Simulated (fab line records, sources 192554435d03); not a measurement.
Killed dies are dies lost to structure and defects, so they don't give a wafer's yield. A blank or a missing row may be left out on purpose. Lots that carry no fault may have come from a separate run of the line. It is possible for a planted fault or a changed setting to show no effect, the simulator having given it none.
fab line records -- flow n5-finfet
record lots=10, wafers=30, last-day=17
route steps=1938 shown FIN_SAQP@120 PASSIVATION@1936
lots with no fault: from the same line, run without faults
start-h: hours from the record's opening day to when the first of the lot's shown wafers began -- wait-h: hours since the lot's step before -- " repeats the value in the row above -- L1.1+2: several wafers, shown together as one row -- - no value, or no start given -- * or withheld: withheld -- < > ~ a bound
route shown NAME@n: names a module that has steps shown in the file, with the first one's number in the route -- usual: the fault-free wafers' mean and standard deviation -- same: alike in all rows -- chamber/n: place in a boat -- sites: readings site by site -- _std_site: standard deviation of those values -- _edge_site: the outer-site mean with the inner-site mean subtracted -- radius-mm: how far each site lies from the wafer's centre -- mask NAME#n: copy n -- behind: the most recent tool/chamber to have shaped the wafer -- hold: the reason the lot was held/the length of the hold in hours/how it ended -- device: the transistor (n, p or np) that didn't switch -- end of line: the tests these same wafers got at the end of their route -- where a step has no rows: the recipe by itself -- killed: at the first sort, the dies lost to defects and structure; wafer yield is something else -- map: dies across one wafer; x = killed, . = not, _ = none there
set.NAME: the setting the step ran with; set.NAME@STEP: the setting that earlier step ran with -- model.NAME: the simulator's own value behind a step, which no gauge read
steps of the route over a sample of lots; a table a step, a row a wafer
services: when a tool's chamber went out of use (start-h, in hours from the record's first day, below 0 if earlier), for how many hours, and the reason
## steps
# step N5_FIN_SAQP_MANDREL_ETCH_22
# recipe target-depth-a=600, chemistry=HBr/Cl2, target=a-Si, stop-on=SiNx, bt-time-s=10, over-etch-frac=0.5, time-s=30, pressure-mtorr=10, icp-w=800, bias-w=75, HBr_flow_sccm=150, Cl2_flow_sccm=80, ends=end-point
# usual bias-w=74.98/0.2, drypump-motor-current-A=5.9/0.49, oes-product-au=0.771/0.015, rf-fwd-power-W=795.7/2.7, throttle-valve-pct=35.29/0.26
lot.wafer,tool,chamber,start-h,wait-h,bias-w,drypump-motor-current-A,oes-product-au,rf-fwd-power-W,rf-hours-counter-h,throttle-valve-pct
L634.1,rie-si-03,2,27.57,0.0,75.00,5.8,0.750,792.5,26,35.39
L634.4,rie-si-03,0,27.57,0.0,75.13,5.8,0.758,796.6,192,35.40
L634.5,rie-si-03,0,27.57,0.0,75.19,5.9,0.771,795.5,-,35.38
L638.1,rie-si-03,2,52.33,0.0,75.07,5.7,0.750,795.1,26,35.39
L638.5,rie-si-03,3,52.33,0.0,74.78,4.8,0.792,792.7,-,35.32
L638.6,rie-si-03,2,52.33,0.0,74.95,5.8,0.753,795.6,-,35.37
L641.2,rie-si-04,0,70.87,0.0,75.12,5.2,0.774,799.8,37,35.28
L641.3,rie-si-04,2,70.87,0.0,74.78,5.6,0.788,797.2,141,35.13
L641.6,rie-si-04,2,70.87,0.0,74.88,5.6,0.777,797.1,-,35.15
L643.1,rie-si-01,0,82.62,0.0,75.00,5.4,0.756,795.8,97,34.86
L643.2,rie-si-01,1,82.62,0.0,74.84,6.4,0.772,799.2,132,35.63
L643.3,rie-si-01,2,82.62,0.0,75.12,6.3,0.754,791.1,13,35.44
L644.2,rie-si-04,2,88.85,0.0,75.27,5.6,0.769,797.4,141,35.17
L644.3,rie-si-04,3,88.85,0.0,75.13,5.2,0.776,792.7,26,35.54
L644.4,rie-si-04,1,88.85,0.0,74.94,5.6,0.785,800.1,49,35.08
L645.2,rie-si-01,3,93.79,0.0,74.74,6.4,0.784,793.3,99,35.43
L645.3,rie-si-01,2,93.79,0.0,74.91,6.3,0.754,794.3,13,35.43
L645.5,rie-si-01,3,93.79,0.0,74.72,6.4,0.791,796.0,-,35.41
L651.1,rie-si-01,2,129.66,0.0,75.48,6.3,0.732,797.0,14,35.44
L651.4,rie-si-01,0,129.66,0.0,74.76,5.4,0.760,792.6,98,34.89
L651.6,rie-si-01,1,129.66,0.0,75.18,6.4,0.780,798.5,-,35.65
L653.1,rie-si-01,1,142.62,0.0,74.86,6.4,0.754,797.2,133,35.66
L653.2,rie-si-01,3,142.62,0.0,74.81,6.4,0.795,797.2,100,35.42
L653.6,rie-si-01,1,142.62,0.0,74.88,6.3,0.785,796.7,-,35.62
L654.1,rie-si-03,3,148.63,0.0,74.88,4.8,0.786,794.0,105,35.30
L654.2,rie-si-03,1,148.63,0.0,75.12,5.9,0.761,800.2,104,34.87
L654.4,rie-si-03,2,148.63,0.0,75.25,5.8,0.767,795.0,28,35.36
L655.2,rie-si-03,1,157.41,0.0,74.82,5.9,0.767,796.5,104,34.85
L655.4,rie-si-03,0,157.41,0.0,74.72,5.8,0.768,792.4,194,35.37
L655.5,rie-si-03,2,157.41,0.0,74.76,5.8,0.757,799.1,-,35.35
# step N5_FIN_SAQP_RECESS_75
# recipe chemistry=HF/NH3, target=SiO2, target-depth-a=144, afs-cycles=3, temp-c=30, sublimation-temp-c=180, sublimation-time-s=60
# usual drypump-motor-current-A=5.8/0.44, temp-c=30.01/0.1
lot.wafer,tool,chamber,start-h,wait-h,drypump-motor-current-A,temp-c
L634.1,vapor-etch-02,0,28.00,0.0,5.2,30.27
L634.4,vapor-etch-02,1,28.00,0.0,5.9,30.02
L634.5,vapor-etch-02,0,28.00,0.0,5.2,30.06
L638.1,vapor-etch-01,0,52.95,0.2,6.4,29.95
L638.5,vapor-etch-01,1,52.95,0.2,6.0,30.01
L638.6,vapor-etch-01,0,52.95,0.2,6.5,29.88
L641.2,vapor-etch-02,0,71.30,0.0,5.2,30.06
L641.3,vapor-etch-02,0,71.30,0.0,5.2,29.85
L641.6,vapor-etch-02,0,71.30,0.0,5.2,30.02
L643.1,vapor-etch-02,0,83.04,0.0,5.2,30.10
L643.2,vapor-etch-02,1,83.04,0.0,5.9,30.04
L643.3,vapor-etch-02,1,83.04,0.0,5.9,29.97
L644.2,vapor-etch-02,0,89.31,0.0,5.2,29.88
L644.3,vapor-etch-02,0,89.31,0.0,5.2,29.85
L644.4,vapor-etch-02,1,89.31,0.0,5.9,29.89
L645.2,vapor-etch-01,1,94.21,0.0,6.0,29.89
L645.3,vapor-etch-01,1,94.21,0.0,6.0,29.99
L645.5,vapor-etch-01,0,94.21,0.0,6.4,30.10
L651.1,vapor-etch-01,0,130.08,0.0,6.5,30.00
L651.4,vapor-etch-01,0,130.08,0.0,6.5,30.17
L651.6,vapor-etch-01,0,130.08,0.0,6.5,30.07
L653.1,vapor-etch-02,0,143.06,0.0,5.2,29.89
L653.2,vapor-etch-02,1,143.06,0.0,5.9,29.98
L653.6,vapor-etch-02,1,143.06,0.0,5.9,29.97
L654.1,vapor-etch-01,0,149.05,0.0,6.4,29.98
L654.2,vapor-etch-01,1,149.05,0.0,5.9,30.20
L654.4,vapor-etch-01,0,149.05,0.0,6.4,29.99
L655.2,vapor-etch-01,0,157.86,0.0,6.4,29.86
L655.4,vapor-etch-01,1,157.86,0.0,5.9,29.88
L655.5,vapor-etch-01,1,157.86,0.0,5.9,29.81
# step N5_FIN_SAQP_ETCH_69
# recipe chemistry=N2/H2, target=SOC, target-depth-a=1500, stop-on=SiNx, ion-energy-ev=100, bias-w=61, pressure-mtorr=30, source-w=850, n2-flow-sccm=200, h2-flow-sccm=200
# usual bias-w=60.99/0.2, drypump-motor-current-A=5.6/0.48, n2-flow-sccm=200.0/0.62, oes-product-au=0.81/0.096, rf-fwd-power-W=844/3.3, rf-vpp-V=241.0/1.2, showerhead-plenum-p-Torr=2.56/0.06, throttle-valve-pct=17.73/0.28
lot.wafer,tool,chamber,start-h,wait-h,bias-w,drypump-motor-current-A,n2-flow-sccm,oes-product-au,rf-fwd-power-W,rf-hours-counter-h,rf-vpp-V,showerhead-plenum-p-Torr,throttle-valve-pct
L634.1,rie-diel-06,1,30.42,-,60.96,5.3,200.8,0.69,841,222,242.3,2.62,18.09
L634.4,rie-diel-06,3,30.42,-,60.62,5.0,200.0,0.74,848,170,242.0,2.55,18.00
L634.5,rie-diel-06,1,30.42,-,60.99,5.3,200.8,0.69,838,-,242.5,2.62,18.12
L638.1,rie-diel-04,1,55.22,-,60.95,5.5,200.0,0.75,847,159,241.4,2.54,17.94
L638.5,rie-diel-04,1,55.22,-,61.12,5.5,200.8,0.74,846,-,241.1,2.54,17.96
L638.6,rie-diel-04,0,55.22,-,61.08,6.3,199.3,0.90,840,-,240.7,2.60,17.22
L641.2,rie-diel-04,2,73.31,-,61.07,5.1,199.1,0.96,844,10,240.8,2.59,17.43
L641.3,rie-diel-04,1,73.31,-,61.06,5.5,199.8,0.74,846,165,240.2,2.54,17.97
L641.6,rie-diel-04,0,73.31,-,60.74,6.3,199.7,0.90,1358,-,205.7,2.60,17.20
L643.1,rie-diel-04,0,85.12,-,60.77,6.2,200.7,0.89,1349,23,205.9,2.60,17.22
L643.2,rie-diel-04,1,85.12,-,60.92,5.5,200.0,0.74,850,169,241.1,2.53,17.99
L643.3,rie-diel-04,3,85.12,-,60.84,5.5,200.0,0.81,838,78,240.5,2.57,17.78
L644.2,rie-diel-04,0,93.16,-,60.97,6.3,200.5,0.88,1346,24,206.8,2.60,17.21
L644.3,rie-diel-04,1,93.16,-,61.25,5.5,199.8,0.73,845,172,240.6,2.53,17.97
L644.4,rie-diel-04,3,93.16,-,61.06,5.5,201.1,0.82,839,80,239.5,2.57,17.78
L645.2,rie-diel-02,2,96.24,-,61.09,4.9,199.7,0.82,840,73,240.2,2.58,17.99
L645.3,rie-diel-02,0,96.24,-,61.06,5.0,199.4,0.67,846,225,239.3,2.41,18.06
L645.5,rie-diel-02,3,96.24,-,61.39,5.9,199.7,0.95,843,-,243.0,2.71,17.54
L651.1,rie-diel-06,3,132.44,-,61.17,5.0,200.6,0.72,848,208,239.9,2.53,18.08
L651.4,rie-diel-06,0,132.44,-,61.11,5.8,200.4,0.72,847,188,242.6,2.53,17.82
L651.6,rie-diel-06,1,132.44,-,61.24,5.3,200.7,0.94,845,-,241.2,2.61,17.68
L653.1,rie-diel-04,1,146.63,-,61.05,5.5,200.7,0.72,844,188,241.4,2.53,18.00
L653.2,rie-diel-04,0,146.63,-,61.08,6.3,200.2,0.84,840,44,240.7,2.59,17.23
L653.6,rie-diel-04,2,146.63,-,61.34,5.1,199.9,0.91,842,-,239.8,2.58,17.49
L654.1,rie-diel-02,0,154.61,-,61.09,5.0,199.6,0.65,848,248,239.0,2.40,18.07
L654.2,rie-diel-02,3,154.61,-,61.06,5.9,199.6,0.89,843,34,243.6,2.70,17.58
L654.4,rie-diel-02,2,154.61,-,60.86,4.9,199.6,0.79,844,96,241.3,2.57,18.01
L655.2,rie-diel-06,2,160.33,-,61.23,6.1,200.1,0.85,840,34,240.0,2.49,17.73
L655.4,rie-diel-06,3,160.33,-,60.89,5.0,200.0,0.71,846,217,240.0,2.53,18.08
L655.5,rie-diel-06,1,160.33,-,61.04,5.3,200.2,0.91,839,-,241.7,2.60,17.70
# step N5_FIN_SAQP_STRIP_70
# recipe chemistry=N2/H2, power-w=500, temp-c=40, pressure-mtorr=50, rf-frequency-hz=6e+07, overash-fraction=0.3, bias-power-w=28, h2-frac=0.5, n2-flow-sccm=300, h2-flow-sccm=300
# usual drypump-motor-current-A=5.6/0.48, n2-flow-sccm=300.1/0.87, oes-product-au=0.83/0.1, rf-vpp-V=122.1/0.9, showerhead-plenum-p-Torr=3.38/0.076, temp-c=40.00/0.12, throttle-valve-pct=18.9/0.35
lot.wafer,tool,chamber,start-h,wait-h,drypump-motor-current-A,n2-flow-sccm,oes-product-au,rf-hours-counter-h,rf-vpp-V,showerhead-plenum-p-Torr,temp-c,throttle-valve-pct
L634.1,rie-diel-06,1,30.52,0.0,5.3,300.0,0.69,223,123.2,3.46,40.10,19.0
L634.4,rie-diel-06,3,30.52,0.0,5.0,299.7,0.75,170,122.3,3.36,40.04,19.2
L634.5,rie-diel-06,1,30.52,0.0,5.3,300.6,0.69,-,122.6,3.46,39.97,19.0
L638.1,rie-diel-04,1,55.32,0.0,5.5,299.2,0.74,159,121.5,3.36,40.13,19.2
L638.5,rie-diel-04,1,55.32,0.0,5.5,300.1,0.75,-,123.6,3.35,40.27,19.2
L638.6,rie-diel-04,0,55.32,0.0,6.3,299.8,0.93,-,122.0,3.43,39.81,18.2
L641.2,rie-diel-04,2,73.41,0.0,5.2,299.4,0.97,10,121.8,3.42,40.01,18.6
L641.3,rie-diel-04,1,73.41,0.0,5.5,300.1,0.73,165,121.8,3.35,39.80,19.2
L641.6,rie-diel-04,0,73.41,0.0,6.3,301.6,0.90,-,121.9,3.43,39.88,18.2
L643.1,rie-diel-04,0,85.22,0.0,6.3,299.6,0.90,23,120.2,3.43,40.30,18.2
L643.2,rie-diel-04,1,85.22,0.0,5.5,300.5,0.74,169,120.9,3.35,39.76,19.2
L643.3,rie-diel-04,3,85.22,0.0,5.5,300.6,0.83,78,122.2,3.40,40.07,19.0
L644.2,rie-diel-04,0,93.26,0.0,6.3,300.5,0.89,24,122.0,3.43,39.75,18.2
L644.3,rie-diel-04,1,93.26,0.0,5.5,299.8,0.73,172,122.2,3.35,40.02,19.2
L644.4,rie-diel-04,3,93.26,0.0,5.5,300.6,0.82,80,122.4,3.39,39.74,19.0
L645.2,rie-diel-02,2,96.34,0.0,5.0,299.7,0.82,73,120.7,3.40,40.01,19.2
L645.3,rie-diel-02,0,96.34,0.0,5.0,299.1,0.68,225,121.2,3.18,39.99,19.1
L645.5,rie-diel-02,3,96.34,0.0,5.9,299.8,0.96,-,123.1,3.58,40.04,18.7
L651.1,rie-diel-06,3,132.54,0.0,5.0,301.5,0.73,208,121.0,3.34,40.20,19.3
L651.4,rie-diel-06,0,132.54,0.0,5.8,301.1,0.72,188,121.6,3.34,40.06,19.0
L651.6,rie-diel-06,1,132.54,0.0,5.3,302.2,0.95,-,122.4,3.44,39.90,18.7
L653.1,rie-diel-04,1,146.73,0.0,5.5,299.2,0.73,188,121.0,3.34,40.23,19.2
L653.2,rie-diel-04,0,146.73,0.0,6.3,300.0,0.85,44,122.0,3.41,39.97,18.2
L653.6,rie-diel-04,2,146.73,0.0,5.2,300.3,0.92,-,122.0,3.41,39.96,18.7
L654.1,rie-diel-02,0,154.71,0.0,5.0,301.4,0.66,248,121.4,3.17,39.99,19.1
L654.2,rie-diel-02,3,154.71,0.0,5.9,300.1,0.89,34,123.3,3.56,40.04,18.8
L654.4,rie-diel-02,2,154.71,0.0,5.0,299.5,0.79,96,121.5,3.39,40.02,19.3
L655.2,rie-diel-06,2,160.43,0.0,6.1,300.0,0.86,34,121.2,3.29,40.20,18.9
L655.4,rie-diel-06,3,160.43,0.0,5.0,300.7,0.72,217,122.5,3.34,40.00,19.3
L655.5,rie-diel-06,1,160.43,0.0,5.3,299.2,0.92,-,123.7,3.44,40.06,18.7
# step N5_PASSIVATION_PROBE_49
# usual killed_at_M0_to_M3=33/8.9, killed_at_M4_up=15/5.4, killed-at-contacts=13/5.8, killed-at-front-end=39/9.9, killed-at-other=3.2/2.9, killed-dies=102/15, killed-open=68/12, killed-short=34/7.6
# same gross-dies=1180, killed-at-back-side=0
lot.wafer,tool,chamber,start-h,wait-h,killed_at_M0_to_M3,killed_at_M4_up,killed-at-contacts,killed-at-front-end,killed-at-other,killed-dies,killed-open,killed-short
L645.2,prober-01,-,332.60,0.1,60,10,24,32,1,127,79,48
L645.3,prober-01,-,332.65,0.1,41,9,8,47,0,105,76,29
L645.5,prober-01,-,332.75,0.2,33,9,11,35,7,95,63,32
# killed by level:class
L645.2 MOL_CONTACT_COAG:geometric-particle:open=18 BEOL_M0_SAQP:geometric-particle:open=17 BEOL_M0_SAQP:geometric-particle:short=13 BEOL_M2:geometric-particle:open=8 FIN_SAQP:geometric-particle:open=7 DUMMY_GATE:geometric-particle:open=7 BEOL_M3:geometric-particle:open=7 MOL_CONTACT_COAG:geometric-particle:short=6
L645.3 STI_FIN_REVEAL:geometric-particle:open=16 BEOL_M3:geometric-particle:open=13 BEOL_M0_SAQP:geometric-particle:short=8 BEOL_M2:geometric-particle:open=8 DUMMY_GATE:geometric-particle:open=7 BEOL_M0_SAQP:geometric-particle:open=7 FIN_SAQP:geometric-particle:open=6 MOL_CONTACT_COAG:geometric-particle:open=6
L645.5 FIN_SAQP:geometric-particle:open=10 FIN_SAQP:geometric-particle:short=9 MOL_CONTACT_COAG:geometric-particle:open=9 BEOL_M1:geometric-particle:open=8 DUMMY_GATE:geometric-particle:open=5 BEOL_M0_SAQP:geometric-particle:open=5 BEOL_M0_SAQP:geometric-particle:short=5 STI_FIN_REVEAL:geometric-particle:open=4
## services
tool,chamber,start-h,hours,kind
rie-diel-04,0,8.46,-,clean
rie-diel-04,0,8.46,-,consumable-replace:focus-ring
rie-diel-04,0,8.46,19.1,scheduled-down
rie-diel-04,0,8.46,19.1,vent-cycle
rie-diel-02,-,21.43,1.6,repair
rie-diel-04,2,27.59,-,clean
rie-diel-04,2,27.59,-,consumable-replace:focus-ring
rie-diel-04,2,27.59,16.1,scheduled-down
rie-diel-04,2,27.59,16.1,vent-cycle
rie-diel-02,3,29.96,10.2,repair
rie-si-03,-,32.69,2.8,pm
rie-diel-06,2,42.32,-,clean
rie-diel-06,2,42.32,-,consumable-replace:focus-ring
rie-diel-06,2,42.32,20.1,scheduled-down
rie-diel-06,2,42.32,20.1,vent-cycle
rie-si-03,0,51.45,1.3,repair
rie-si-03,-,54.70,14.6,pm
rie-si-04,-,56.83,10.6,repair
rie-diel-06,-,60.80,0.3,repair
rie-diel-06,1,107.30,-,clean
rie-diel-06,1,107.30,-,consumable-replace:focus-ring
rie-diel-06,1,107.30,20.1,scheduled-down
rie-diel-04,1,107.47,3.4,repair
rie-diel-06,-,153.59,1.2,repair
## key
first-sign step=N5_FIN_SAQP_ETCH_69, reading=rf-fwd-power-W, direction=up, sigmas=99+, usual=*, struck=*
effect step=N5_FIN_SAQP_ETCH_69, reading=rf-vpp-V, direction=down, sigmas=30, usual=241.0, struck=206.1
met-at N5_FIN_SAQP_ETCH_69
struck-lots L641,L643,L644
struck-wafers L641.6,L643.1,L644.2
tester-left-out L641,L643,L644
not-acting-at N5_FIN_SAQP_MANDREL_ETCH_22,N5_FIN_SAQP_RECESS_75,N5_FIN_SAQP_STRIP_70
onset-between 55.22 73.31
fault kind=process-parameter-drift, tool=rie-diel-04, chamber=0, onset-h=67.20, steps=N5_FIN_SAQP_ETCH_69, channel=source-w, offset=510, shape=step, end-h=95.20, acts-in=these-recipes-only, stated=850
# tester-left-out: of these lots the tester's yield and bins aren't shown, on N5 and GAA mostly nor the transistor test; their killed dies are dies lost to structure and defects alone, not to doping, threshold or leakage, so they don't give the yield
